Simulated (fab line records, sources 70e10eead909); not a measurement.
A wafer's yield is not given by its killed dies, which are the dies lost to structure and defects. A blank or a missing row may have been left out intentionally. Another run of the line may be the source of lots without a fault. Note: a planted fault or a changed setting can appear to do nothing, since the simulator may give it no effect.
Which of the tools did it?    flow nandHarc    14 lots with 42 wafers sampled at 5 steps, on a route of 1302 steps

## WHAT THE GAUGES SHOWED, per wafer
NHARC_A_ONON_D2_THK_MEAS_08: measures by ellipsometry. Usual: thkNm reads 1003 nm (standard deviation 11).
lot   measured      on            thkNm (nm)      flag
L993  day 11 23:53  filmMetro-01  989 989 988     
L994  day 12 17:34  filmMetro-01  1007 1007 1009  
L996  day 13 16:05  filmMetro-01  987 988 987     
L997  day 13 16:04  filmMetro-01  1001 999 1000   
L999  day 14 18:20  filmMetro-02  1006 1005 1006  
L101  day 15 18:49  filmMetro-01  1006 1005 1006  
L104  day 16 23:12  filmMetro-01  994 997 994     
L108  day 18 23:18  filmMetro-01  1002 1000 1001  
L110  day 19 17:35  filmMetro-02  1012 1010 1012  
L109  day 19 17:34  filmMetro-01  998 995 997     
L111  day 20 04:45  filmMetro-02  998 997 998     
L115  day 21 12:10  filmMetro-02  998 998 1001    
L112  day 21 12:11  filmMetro-01  993 990 990     
L116  day 21 21:43  filmMetro-01  1000 1001 1000  

NHARC_A_ONON_D2_THK_MEAS_30: measures by ellipsometry. Usual: thkNm reads 1000 nm (standard deviation 10).
lot   measured      on            thkNm (nm)      flag
L993  day 12 10:35  filmMetro-01  985 984 985     
L994  day 13 05:02  filmMetro-01  993 992 991     
L996  day 14 02:50  filmMetro-01  1000 1002 1000  
L997  day 14 02:52  filmMetro-01  993 994 994     
L999  day 15 05:10  filmMetro-01  993 992 994     
L101  day 16 05:35  filmMetro-02  332 330 331     OFF
L104  day 17 10:48  filmMetro-02  317 317 316     OFF
L108  day 19 11:53  filmMetro-01  1012 1010 1010  
L110  day 20 04:25  filmMetro-01  989 988 987     
L109  day 20 04:39  filmMetro-02  1018 1018 1019  
L111  day 20 15:31  filmMetro-01  994 994 997     
L115  day 21 23:18  filmMetro-02  1012 1011 1013  
L112  day 21 23:05  filmMetro-02  993 995 995     
L116  day 22 12:59  filmMetro-01  1001 1001 1000  

NHARC_END_SORT_01. Usual: killedAtArray 52, standard deviation 16; killedAtOther 0.8, standard deviation 1.1; killedAtPeriphery 4.2, standard deviation 2.5; killedDies 57, standard deviation 16; killedOpen 3.4, standard deviation 2; killedShort 2.6, standard deviation 1.6.
lot   measured      on         killedAtArray  killedAtOther  killedAtPeriphery  killedDies   killedOpen  killedShort  flag
L993  day 24 08:29  prober-02  60 50 62       1 2 1          3 6 3              64 58 66     1 2 2       4 4 0        
L994  day 25 19:32  prober-01  34 61 36       2 2 1          3 5 4              39 68 41     4 2 2       0 1 3        
L996  day 25 18:40  prober-02  45 31 42       0 0 0          1 5 5              46 36 47     2 2 0       3 6 2        
L997  day 26 03:20  prober-02  60 55 48       0 0 0          2 2 4              62 57 52     3 2 4       2 2 2        
L999  day 26 12:02  prober-01  20 22 19       1 0 0          2 3 3              23 25 22     4 9 2       0 0 5        
L101  day 27 10:19  prober-02  669 668 668    5 5 4          3 4 5              677 677 677  3 3 7       3 2 6        OFF
L104  day 28 21:23  prober-01  676 670 668    0 3 0          1 4 9              677 677 677  2 2 4       2 1 2        OFF
L108  day 30 12:15  prober-02  64 59 47       0 0 1          6 6 4              70 65 52     4 2 3       5 4 5        
L110  day 31 22:51  prober-02  58 44 54       2 0 1          5 8 3              65 52 58     8 6 4       3 4 4        
L109  day 32 01:20  prober-01  47 55 44       3 1 1          7 5 5              57 61 50     9 6 3       5 6 4        
L111  day 32 08:45  prober-02  73 77 69       1 0 0          5 8 12             79 85 81     3 4 5       0 3 2        
L115  day 33 05:46  prober-02  55 65 68       0 0 0          3 6 5              58 71 73     4 4 2       2 1 4        
L112  day 33 09:09  prober-01  35 53 42       0 0 0          6 3 6              41 56 48     5 4 8       1 2 3        
L116  day 33 20:38  prober-02  51 58 55       0 0 0          2 2 1              53 60 56     3 7 5       6 3 2        

## TOOL THAT RAN EACH LOT (tool first, then ch and the chambers of the sampled wafers, then the start)
lot   NHARC_A_DECK1_JOINT_CMP_13     NHARC_A_ONON_D2_DEP_28
L993  cmp-01 ch 0,1, day 11 01:23    pecvdOnon-02 ch 0, day 12 10:04
L994  cmp-03 ch 0,2,3, day 11 11:53  pecvdOnon-04 ch 0, day 13 04:35
L996  cmp-01 ch 1,2, day 12 15:50    pecvdOnon-03 ch 0, day 14 02:20
L997  cmp-01 ch 1,3, day 12 19:19    pecvdOnon-02 ch 0, day 14 02:25
L999  cmp-01 ch 0,2,3, day 13 14:40  pecvdOnon-02 ch 0, day 15 04:39
L101  cmp-01 ch 0,1,2, day 14 17:48  pecvdOnon-03 ch 0, day 16 05:04
L104  cmp-03 ch 1,2, day 15 19:56    pecvdOnon-03 ch 0, day 17 10:21
L108  cmp-01 ch 0,2,3, day 18 00:35  pecvdOnon-02 ch 0, day 19 11:23
L110  cmp-01 ch 1,2,3, day 18 14:22  pecvdOnon-03 ch 0, day 20 03:54
L109  cmp-03 ch 0,1,2, day 18 14:27  pecvdOnon-04 ch 0, day 20 04:19
L111  cmp-03 ch 0,1, day 19 02:29    pecvdOnon-02 ch 0, day 20 15:04
L115  cmp-04 ch 0,1, day 20 05:41    pecvdOnon-02 ch 0, day 21 22:47
L112  cmp-03 ch 0,1, day 20 09:33    pecvdOnon-03 ch 0, day 21 22:35
L116  cmp-04 ch 0,2, day 20 19:32    pecvdOnon-03 ch 0, day 22 12:29
- NHARC_A_DECK1_JOINT_CMP_13: polishes, target thk 51.023 nm.
- NHARC_A_ONON_D2_DEP_28: target thk 1000 nm.

## AS READ BY THE TOOLS THEMSELVES (means over the sampled wafers that have a number; for cases with no such wafer, the mark the record gives instead)
NHARC_A_DECK1_JOINT_CMP_13. Usual: motorCurrentA 11.5 A, standard deviation 0.97; timeToEndpointS 9.2 s, standard deviation 1.8.
lot   tool    motorCurrentA (A)  timeToEndpointS (s)  flag
L993  cmp-01  12.5               10.2                 
L994  cmp-03  10.7               11.4                 
L996  cmp-01  11.8               11.5                 
L997  cmp-01  11.7               9.8                  
L999  cmp-01  11.2               9.0                  
L101  cmp-01  12.1               9.5                  
L104  cmp-03  11.6               8.6                  
L108  cmp-01  11.3               10.7                 
L110  cmp-01  11.9               8.0                  
L109  cmp-03  11.0               8.5                  
L111  cmp-03  10.6               7.3                  
L115  cmp-04  10.6               10.8                 
L112  cmp-03  10.7               7.1                  
L116  cmp-04  10.7               7.6                  

NHARC_A_ONON_D2_DEP_28. Usual: sih4FlowSccm reads 209.8 sccm (standard deviation 0.65).
lot   tool          sih4FlowSccm (sccm)  flag
L993  pecvdOnon-02  210.5                
L994  pecvdOnon-04  210.6                
L996  pecvdOnon-03  210.2                
L997  pecvdOnon-02  209.6                
L999  pecvdOnon-02  210.3                
L101  pecvdOnon-03  210.1                
L104  pecvdOnon-03  210.5                
L108  pecvdOnon-02  210.4                
L110  pecvdOnon-03  210.0                
L109  pecvdOnon-04  210.5                
L111  pecvdOnon-02  209.7                
L115  pecvdOnon-02  209.4                
L112  pecvdOnon-03  209.1                
L116  pecvdOnon-03  209.8                

## THE ANSWER, worked out from the rows above alone
Rule: a lot counts as off when the mean over its wafers that have a number is more than 3 standard deviations away from the usual mean. A lot without any number at a reading at which 4 lots or more have one is off too. The other lots that the step has rows for count as sound. First the gauges in route order, then the tools' own readings, where a lot's mean is used as printed above. The first step at which some lot is off is used, and at that step the reading that is off furthest; a lot without a number counts as furthest.
Off: L101, L104, at NHARC_A_ONON_D2_THK_MEAS_30 (thkNm).
If a tool, at a process step before that reading, ran all the lots that are off and no sound lot after the first of them, it fits. Not tried: the gauges at NHARC_A_ONON_D2_THK_MEAS_30; whatever is off there is also off at NHARC_END_SORT_01, on other tools, and gauge error can't account for it. None of those tried fits.

## WHAT THE SIMULATOR HAD PUT IN
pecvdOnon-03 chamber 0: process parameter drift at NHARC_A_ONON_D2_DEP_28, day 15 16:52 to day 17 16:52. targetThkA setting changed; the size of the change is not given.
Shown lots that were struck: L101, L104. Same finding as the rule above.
